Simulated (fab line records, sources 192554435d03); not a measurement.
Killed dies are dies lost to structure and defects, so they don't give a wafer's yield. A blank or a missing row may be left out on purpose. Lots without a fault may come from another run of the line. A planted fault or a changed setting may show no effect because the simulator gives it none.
Chamber matching | flow n5_finfet | N5_BEOL_M10_STRIP_19 on rie_diel-05: 4 sister chambers
The step strips in O2. 8 wafers are shown with their chamber, then 7 later ones without.

WAFERS WITH THEIR CHAMBER
wafer  | chamber | drypump_motor_current_A (A) | showerhead_plenum_p_Torr (Torr)
L080.1 | 2       | 5.2                         | 1.989
L080.5 | 3       | 5.7                         | 2.064
L083.2 | 2       | 5.1                         | 1.986
L083.5 | 0       | 5.1                         | 2.069
L089.3 | 0       | 5.1                         | 2.063
L089.6 | 1       | 6.0                         | 2.048
L093.1 | 1       | 6.0                         | 2.047
L093.3 | 3       | 5.8                         | 2.059

WAFERS WITHOUT THEIR CHAMBER
wafer  | drypump_motor_current_A (A) | showerhead_plenum_p_Torr (Torr)
L093.4 | 5.2                         | 1.980
L094.1 | 5.1                         | 2.061
L094.5 | 5.1                         | 2.061
L094.6 | 6.0                         | 2.045
L095.2 | 5.1                         | 2.059
L095.5 | 5.8                         | 2.057
L095.6 | 5.1                         | 1.977

WHICH CHAMBER EACH WENT THROUGH
wafer  | from the rows above | in truth
L093.4 | 2                   | 2
L094.1 | 0                   | 0
L094.5 | 0                   | 0
L094.6 | 1                   | 1
L095.2 | 0                   | 0
L095.5 | 3                   | 3
L095.6 | 2                   | 2
Placed correctly: 7 of 7. Can't be placed from these rows: 0. Placed wrongly: 0.
How it was worked out, from the rows above alone: a wafer's distance from a chamber is the root of the sum, over the readings, of the square of ((its reading less the chamber's mean) divided by the reading's scatter). The wafer belongs to the nearest chamber; if the next one is less than 2 further off, it can't be placed. A chamber's mean is the mean of its shown wafers. The scatter: the root of (the sum of the squares of (reading less its chamber's mean) over the shown wafers, divided by (wafers less chambers)).
